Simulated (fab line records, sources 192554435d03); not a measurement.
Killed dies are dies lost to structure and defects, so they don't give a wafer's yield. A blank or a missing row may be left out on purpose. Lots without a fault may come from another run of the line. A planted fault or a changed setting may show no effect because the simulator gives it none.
Chamber matching | flow n5_finfet | N5_BEOL_M3_DESCUM_33 on rie_diel-05: 4 sister chambers
The step chemistry O2, time 7 s. 4 wafers are shown with their chamber, then 8 later ones without.

WAFERS WITH THEIR CHAMBER
wafer  | chamber | showerhead_plenum_p_Torr (Torr)
L086.5 | 1       | 2.08
L090.1 | 3       | 2.21
L090.4 | 0       | 1.97
L091.1 | 2       | 2.02

WAFERS WITHOUT THEIR CHAMBER
wafer  | showerhead_plenum_p_Torr (Torr)
L091.2 | 2.21
L091.3 | 1.96
L094.1 | 2.02
L094.5 | 2.08
L094.6 | 2.02
L096.1 | 2.08
L096.2 | 2.01
L096.4 | 2.08

WHICH CHAMBER EACH WENT THROUGH
wafer  | from the rows above | in truth
L091.2 | 3                   | 3
L091.3 | 0                   | 0
L094.1 | 2                   | 2
L094.5 | 1                   | 1
L094.6 | 2                   | 2
L096.1 | 1                   | 1
L096.2 | 2                   | 2
L096.4 | 1                   | 1
Placed correctly: 8 of 8. Can't be placed from these rows: 0. Placed wrongly: 0.
How it was worked out, from the rows above alone: a wafer's distance from a chamber is the root of the sum, over the readings, of the square of ((its reading less the chamber's mean) divided by the reading's scatter). The wafer belongs to the nearest chamber; if the next one is less than 2 further off, it can't be placed. A chamber's mean is the mean of its shown wafers. The scatter: with one shown wafer a chamber, the root of the mean of the squares of how far each hidden wafer lies from its nearest shown one.
